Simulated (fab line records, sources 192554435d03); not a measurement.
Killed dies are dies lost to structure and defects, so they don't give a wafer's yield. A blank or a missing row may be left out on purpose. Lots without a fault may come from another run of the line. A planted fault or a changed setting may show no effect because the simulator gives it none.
Which tool did it? | flow n5_finfet | 12 lots, 31 wafers sampled, at 2 steps of a route of 1938

WHAT THE GAUGES READ, wafer by wafer
N5_BEOL_M7_THK_MEAS_53: measures by xrf. Usual: M7_THK 80 nm, standard deviation 3.1.
lot  | measured     | on            | M7_THK (nm) | flag
L531 | day 9 06:34  | film_metro-01 | 80 75       |
L532 | day 9 09:17  | film_metro-02 | 77 80       |
L533 | day 9 17:08  | film_metro-02 | 80 82       |
L538 | day 11 07:17 | film_metro-01 | 76 81       |
L541 | day 11 18:18 | film_metro-02 | 80 77 74    |
L542 | day 12 11:10 | film_metro-02 | 76 83       |
L543 | day 12 12:33 | film_metro-01 | 82 79 80    |
L546 | day 13 01:10 | film_metro-02 | 81 83 80    |
L547 | day 13 08:32 | film_metro-02 | 84 78 81    |
L548 | day 13 10:57 | film_metro-01 | 81 77 80    |
L550 | day 14 09:33 | film_metro-01 | 74 87 81    |
L551 | day 14 10:06 | film_metro-01 | 81 81 81    |

WHICH TOOL RAN EACH LOT (tool, then ch and the chambers of the sampled wafers, then the start)
lot  | N5_BEOL_M7_CMP_52
L531 | cmp-03 ch 0,3, day 9 06:23
L532 | cmp-02 ch 1,3, day 9 08:59
L533 | cmp-02 ch 2,3, day 9 16:51
L538 | cmp-03 ch 0,2, day 11 07:01
L541 | cmp-04 ch 0,1,3, day 11 18:02
L542 | cmp-04 ch 2,3, day 12 10:57
L543 | cmp-03 ch 0,2,3, day 12 12:15
L546 | cmp-04 ch 0,3, day 13 00:52
L547 | cmp-03 ch 0,3, day 13 08:14
L548 | cmp-04 ch 1,2,3, day 13 10:39
L550 | cmp-04 ch 1,3, day 14 09:18
L551 | cmp-04 ch 1,2,3, day 14 09:52
- N5_BEOL_M7_CMP_52: polishes, stops on SiCOH lowk, t overpolish 6.9 s, target thk 80 nm.

WHAT THE TOOLS THEMSELVES READ (means of the sampled wafers that have a number; where no wafer has one, the mark that the record gives instead)
N5_BEOL_M7_CMP_52. Usual: barrier_field_endpoint_s 29.1 s, standard deviation 0.98; motor_current_A 6.4 A, standard deviation 0.5; overpolish_run_s 6.901 s, standard deviation 0.0096; slurry_flow_ml_min 150.1, standard deviation 0.44; time_to_endpoint_s 61 s, standard deviation 4.2.
lot  | tool   | barrier_field_endpoint_s (s) | motor_current_A (A) | overpolish_run_s (s) | slurry_flow_ml_min | time_to_endpoint_s (s) | flag
L531 | cmp-03 | 29.1                         | 6.3                 | 6.892                | 150.4              | 64                     |
L532 | cmp-02 | 29.9                         | 5.9                 | 6.901                | 149.9              | 60                     |
L533 | cmp-02 | 28.2                         | 6.2                 | 6.899                | 150.1              | 59                     |
L538 | cmp-03 | 28.5                         | 6.2                 | 6.898                | 149.6              | 56                     |
L541 | cmp-04 | 28.0                         | 6.4                 | 6.903                | 150.3              | 61                     |
L542 | cmp-04 | 28.5                         | 5.6                 | 6.893                | 149.4              | 62                     |
L543 | cmp-03 | 28.7                         | 6.4                 | 6.897                | 149.9              | 60                     |
L546 | cmp-04 | 29.3                         | 6.1                 | 6.898                | 150.4              | 58                     |
L547 | cmp-03 | 28.5                         | 6.5                 | 6.910                | 150.0              | 59                     |
L548 | cmp-04 | 29.4                         | 6.1                 | 6.905                | 150.7              | 62                     |
L550 | cmp-04 | 30.6                         | 6.3                 | 6.906                | 150.0              | 66                     |
L551 | cmp-04 | 30.2                         | 6.0                 | 6.905                | 149.9              | 65                     |

THE ANSWER, worked out from the rows above alone
Rule: a lot is off if the mean of its wafers that have a number lies more than 3 standard deviations from the usual mean. A lot without any number at a reading at which 4 lots or more have one is off too. The other lots that the step has rows for count as sound. The gauges are gone through in route order, then the tools' own readings, and for those a lot's mean is taken as printed above. The first step at which some lot is off is used, and at that step the reading that is off furthest; a lot without a number counts as furthest.
No lot is off at any reading shown: from this, nothing can be told.

WHAT THE SIMULATOR HAD PUT IN
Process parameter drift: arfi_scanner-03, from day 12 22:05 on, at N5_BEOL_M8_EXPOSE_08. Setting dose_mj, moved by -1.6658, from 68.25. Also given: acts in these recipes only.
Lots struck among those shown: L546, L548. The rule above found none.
